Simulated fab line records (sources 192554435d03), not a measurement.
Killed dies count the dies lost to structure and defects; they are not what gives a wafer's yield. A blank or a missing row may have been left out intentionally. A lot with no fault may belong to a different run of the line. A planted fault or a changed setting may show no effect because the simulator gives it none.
Matching of chambers    flow n5Finfet    4 sister chambers for N5_BEOL_M10_CMP_52 on cmp-03
The step polishes, stops on SiCOH lowk, t overpolish 7 s, target thk 140 nm. 16 wafers are shown with their chamber, then 8 later ones without.

EACH WAFER AND ITS CHAMBER
wafer   chamber  motorCurrentA (A)  timeToEndpointS (s)  barrierFieldEndpointS (s)
L074.1  1        6.5                65.8                 28.5
L074.3  3        5.5                64.3                 28.1
L074.4  0        5.7                65.4                 28.8
L077.1  3        5.9                65.5                 28.2
L077.4  0        5.6                68.5                 30.0
L077.5  2        6.0                68.6                 29.9
L082.2  3        5.6                64.0                 28.4
L082.4  0        5.8                64.6                 28.6
L082.5  3        5.9                62.4                 28.9
L084.1  2        6.2                69.5                 29.5
L084.5  1        6.5                67.2                 28.6
L084.6  0        5.8                66.0                 28.4
L087.1  0        6.0                67.6                 28.7
L087.5  2        6.1                69.7                 30.2
L087.6  3        5.9                64.1                 29.7
L092.2  0        5.8                66.3                 28.0

SIGNATURES, as means of the wafers listed above
reading                chamber 0  chamber 1  chamber 2  chamber 3  scatter within a chamber
motorCurrentA          5.783      6.500      6.100      5.760      0.147
timeToEndpointS        66.400     66.500     69.267     64.060     1.18
barrierFieldEndpointS  28.750     28.550     29.867     28.660     0.596
Rule: a wafer's distance from a chamber is the root of the sum, over the readings, of the square of ((its reading less the chamber's mean) divided by the reading's scatter). If the next closest chamber is less than 2 further off than the closest, the wafer can't be placed; otherwise it belongs to the closest. The scatter: take each reading less its chamber's mean, square it, sum over the shown wafers, divide by the number of wafers less the number of chambers, and take the root.

WAFERS WITH NO CHAMBER GIVEN
wafer   motorCurrentA (A)  timeToEndpointS (s)  barrierFieldEndpointS (s)
L092.4  5.8                69.4                 29.9
L092.5  6.9                65.2                 28.4
L095.1  6.0                65.6                 28.8
L095.4  6.0                71.6                 29.9
L095.6  5.8                64.9                 27.9
L096.2  5.7                65.3                 29.5
L096.4  5.7                64.7                 28.5
L096.5  5.7                64.1                 29.1

CHAMBER TAKEN BY EACH
wafer   from the rows above           in truth
L092.4  can't be placed: 2 or 0       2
L092.5  1                             1
L095.1  can't be placed: 0 or 3 or 1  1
L095.4  2                             2
L095.6  can't be placed: 3 or 0       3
L096.2  can't be placed: 0 or 3       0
L096.4  can't be placed: 3 or 0       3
L096.5  can't be placed: 3 or 0       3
Placed correctly: 2 of 8. Cannot be placed on the basis of these rows: 6; the candidates contain the true chamber in 6. Placed wrongly: 0.
